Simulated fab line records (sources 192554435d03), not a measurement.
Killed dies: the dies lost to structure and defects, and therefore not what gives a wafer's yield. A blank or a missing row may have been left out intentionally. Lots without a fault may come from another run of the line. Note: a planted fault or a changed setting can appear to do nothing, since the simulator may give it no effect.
Split-lot study | flow n5Finfet | 7 lots, 21 wafers read, on a route of 1938 steps

== SPLIT DETAILS ==
At N5_BEOL_M14_DEP_53 (deposits SiCN from 3MS/NH3, target thk 50 nm, time 17.8 s), the setting timeS was moved away from the recipe's 17.8 s on 4 of the 21 wafers read, by +7.8% to +8.9%. For the rest of the wafers, this setting stayed at what the recipe calls for.

The reading is taken at the split's own step.

== THE READING ==
SiCN_of_BEOL_M14_DEP_53.thkNm (the simulator's own value, which no gauge read), in nm, at N5_BEOL_M14_DEP_53 (deposits SiCN from 3MS/NH3, target thk 50 nm, time 17.8 s). No usual value for it is given in the file. Average 50.2 nm, standard deviation 0.8 nm, over the 17 wafers here run with the recipe.

wafer  | tool, chamber at the split | timeS as run, s | against the recipe | SiCN_of_BEOL_M14_DEP_53.thkNm, nm | against lot-mates on the recipe
L075.2 | pecvd-04, 0                | 19.39           | +8.9%              | 54.4                              | +3.8
L075.5 | pecvd-04, 2                | 17.8            | recipe             | 50.6                              | -
L075.6 | pecvd-04, 0                | 19.39           | +8.9%              | 55.8                              | +5.2
L080.1 | pecvd-04, 1,2              | 17.8            | recipe             | 49.6                              | -
L080.3 | pecvd-04, 1,2              | 17.8            | recipe             | 49.6                              | -
L080.2 | pecvd-04, 0                | 17.8            | recipe             | 50.2                              | -
L083.1 | pecvd-02, 1                | 17.8            | recipe             | 49.4                              | -
L083.4 | pecvd-02, 1                | 17.8            | recipe             | 51.2                              | -
L083.6 | pecvd-02, 0                | 17.8            | recipe             | 50.8                              | -
L088.1 | pecvd-02, 1                | 17.8            | recipe             | 50                                | -
L088.4 | pecvd-02, 2                | 17.8            | recipe             | 51.6                              | -
L088.5 | pecvd-02, 1                | 17.8            | recipe             | 51                                | -
L086.2 | pecvd-03, 1                | 17.8            | recipe             | 48.6                              | -
L086.3 | pecvd-03, 1                | 17.8            | recipe             | 49.4                              | -
L086.4 | pecvd-03, 2                | 19.39           | +8.9%              | 53.4                              | +4.4
L087.2 | pecvd-03, 2                | 17.8            | recipe             | 49.2                              | -
L087.3 | pecvd-03, 1                | 17.8            | recipe             | 50.4                              | -
L087.4 | pecvd-03, 2                | 17.8            | recipe             | 50.2                              | -
L096.2 | pecvd-02, 1                | 19.19           | +7.8%              | 54                                | +3.1
L096.4 | pecvd-02, 0                | 17.8            | recipe             | 51.2                              | -
L096.6 | pecvd-02, 1                | 17.8            | recipe             | 50.6                              | -
When a row names more than one chamber, that row covers several wafers, and the file does not tell which wafer ran in which chamber.

FIT RESULTS
A straight line over all 21 wafers: SiCN_of_BEOL_M14_DEP_53.thkNm changes by +0.484 nm for each +1% of timeS; r = +0.90; the points scatter about the line by 0.85 nm.
The same after taking each lot's own level away (the mean of its wafers on the recipe; 21 wafers): +0.48 nm for each +1%; r = +0.95; scatter 0.57 nm.
That fit puts the effect of the largest move of timeS on the reading at 4.3 nm.
Across the lots, their own levels run from 49.00 to 50.90 nm, a range of 2.4 times the standard deviation given above.
Consequently the slope shifts little with the lot-to-lot level, the two slopes agreeing.
Check: for one of the wafers moved furthest among these (+8.9%), held out of the fit, the line's prediction against its lot-mates is +4.45 nm. It came out at +3.8 nm against them.

== FURTHER SPLITS ON THESE WAFERS ==
Before the reading, these wafers also passed through other splits. Each is held against what the fit with the lots' levels taken away leaves over:
other split on the same wafers   | wafers away from the commonest value | r with SiCN_of_BEOL_M14_DEP_53.thkNm (lot level and that fit taken away)
N5_BEOL_M12_STRIP_37 h2FlowSccm  | 6                                    | +0.43
N5_BEOL_M13_TRENCH_ETCH_34 timeS | 5                                    | -0.26

== THE WHOLE CHAIN: every reading that the file lists as answering this split, in the file's order ==
step                    | what it does                                              | reading                                                                        | change (the file's fit)                                                                                               | r (the file's)
N5_BEOL_M14_DEP_53      | deposits SiCN from 3MS/NH3, target thk 50 nm, time 17.8 s | SiCN_of_BEOL_M14_DEP_53.thkNm (the simulator's own value, which no gauge read) | +0.47 nm for each +1% of the setting                                                                                  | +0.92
N5_PASSIVATION_PROBE_49 |                                                           | sort_bin_8_speed                                                               | +0.00851 for each +1% of the setting, in a fit together with sourceW@MOL_CONTACT_COAG_ETCH_15,spinRpm@BEOL_M2_COAT_67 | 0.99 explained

== THE FILE'S OWN FIT ==
SiCN_of_BEOL_M14_DEP_53.thkNm changes by +0.47 nm for each +1% of timeS, r = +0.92.
